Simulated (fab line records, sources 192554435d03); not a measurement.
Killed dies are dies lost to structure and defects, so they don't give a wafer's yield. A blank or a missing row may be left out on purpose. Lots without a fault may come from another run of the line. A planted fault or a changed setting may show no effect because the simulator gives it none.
Split-lot experiment | flow n5_finfet | 7 lots, 21 wafers read, on a route of 1938 steps

THE SPLIT
At N5_FIN_SAQP_SPACER1_ALD_24 (deposits SiO2, target thk 20.3 nm, pulse time 1 s, purge time 2 s), the setting temp_c was moved away from the recipe's 300 C on 6 of the 21 wafers read, by -3.7% to +3.8%. The other wafers ran this setting at the recipe's value.

FROM THE SPLIT TO THE READING: what the file shows between them, 1 step
- N5_FIN_SAQP_SPACER1_ETCHBACK_25: etches SiO2 in CHF3/O2, target depth 24.4 nm, time 12.2 s

THE READING
FIN_SAQP.cd_nm (the simulator's own value, which no gauge read), in nm, at N5_FIN_SAQP_MANDREL1_REMOVE_56 (chemistry HBr/Cl2/O2, target a-Si, stops on SiNx, bt time 10 s). The file gives no usual value for it. The 15 wafers here that ran the recipe average 20.4 nm, standard deviation 0.1 nm.

wafer  | tool, chamber at the split | temp_c as run, C | against the recipe | FIN_SAQP.cd_nm, nm | against lot-mates on the recipe
L075.3 | ald_sin-03, 0,2,0          | 300              | recipe             | 20.4               | -
L075.4 | ald_sin-03, 0,2,0          | 300              | recipe             | 20.4               | -
L075.5 | ald_sin-03, 0,2,0          | 300              | recipe             | 20.4               | -
L078.1 | ald_sin-01, 0              | 300              | recipe             | 20.4               | -
L078.6 | ald_sin-01, 2              | 300              | recipe             | 20.4               | -
L078.2 | ald_sin-01, 2              | 310              | +3.3%              | 20                 | -0.4
L079.4 | ald_sin-01, 3,3,2          | 300              | recipe             | 20.4               | -
L079.5 | ald_sin-01, 3,3,2          | 300              | recipe             | 20.4               | -
L079.6 | ald_sin-01, 3,3,2          | 300              | recipe             | 20.4               | -
L090.3 | ald_sin-02, 3,2            | 311.5            | +3.8%              | 20.2               | -0.2
L090.5 | ald_sin-02, 1              | 300              | recipe             | 20.4               | -
L090.6 | ald_sin-02, 3,2            | 311.5            | +3.8%              | 20                 | -0.4
L091.2 | ald_sin-01, 1,0            | 300              | recipe             | 20.6               | -
L091.4 | ald_sin-01, 1,0            | 300              | recipe             | 20.6               | -
L091.6 | ald_sin-01, 3              | 289              | -3.7%              | 21.2               | +0.6
L092.1 | ald_sin-02, 2              | 300              | recipe             | 20.4               | -
L092.3 | ald_sin-02, 1              | 294.2            | -1.9%              | 20.8               | +0.5
L092.5 | ald_sin-02, 1              | 300              | recipe             | 20.2               | -
L094.2 | ald_sin-03, 0              | 300              | recipe             | 20.4               | -
L094.3 | ald_sin-03, 1              | 300              | recipe             | 20.2               | -
L094.5 | ald_sin-03, 3              | 306.9            | +2.3%              | 20.2               | -0.1
Where a row lists several chambers, the file gives one row for several wafers and doesn't say which wafer went through which chamber.

THE FIT
A straight line over all 21 wafers: FIN_SAQP.cd_nm changes by -0.13 nm for each +1% of temp_c; r = -0.86; the points scatter about the line by 0.14 nm.
The same after taking each lot's own level away (the mean of its wafers on the recipe; 21 wafers): -0.117 nm for each +1%; r = -0.90; scatter 0.1 nm.
On that fit, the largest move of temp_c shifts the reading by 0.45 nm.
The lots' own levels span 20.30 to 20.60 nm, that is 2.9 times the standard deviation above.
So the lot-to-lot level changes the slope: the two fits differ.
Check: with one of the wafers moved furthest among these (+3.8%) left out of the fit, the line predicts -0.473 nm for it against its lot-mates. It came out at -0.2 nm against them.

OTHER SPLITS ON THESE WAFERS
These wafers also went through other splits before the reading. Each is held against what the fit with the lots' levels taken away leaves over:
other split on the same wafers            | wafers away from the commonest value | r with FIN_SAQP.cd_nm (lot level and that fit taken away)
N5_PMOS_HMC_CHANNEL_EPI_EXPOSE_06 dose_mj | 8                                    | +0.00
N5_PMOS_HMC_CHANNEL_EPI_PEB_07 peb_temp_c | 5                                    | +0.23
N5_FIN_SAQP_HM_DEP_03 time_s              | 7                                    | -0.19
N5_FIN_SAQP_PECVD_48 time_s               | 7                                    | +0.05

THE WHOLE CHAIN: every reading that the file lists as answering this split, in the file's order
step                           | what it does                                                      | reading                                                                                 | change (the file's fit)               | r (the file's)
N5_FIN_SAQP_SPACER1_ALD_24     | deposits SiO2, target thk 20.3 nm, pulse time 1 s, purge time 2 s | SiO2_of_FIN_SAQP_SPACER1_ALD_24.thk_nm (the simulator's own value, which no gauge read) | -0.109 nm for each +1% of the setting | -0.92
N5_FIN_SAQP_MANDREL1_REMOVE_56 | chemistry HBr/Cl2/O2, target a-Si, stops on SiNx, bt time 10 s    | FIN_SAQP.cd_nm (the simulator's own value, which no gauge read)                         | -0.122 nm for each +1% of the setting | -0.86

THE FILE'S OWN FIT
FIN_SAQP.cd_nm changes by -0.122 nm for each +1% of temp_c, r = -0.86.
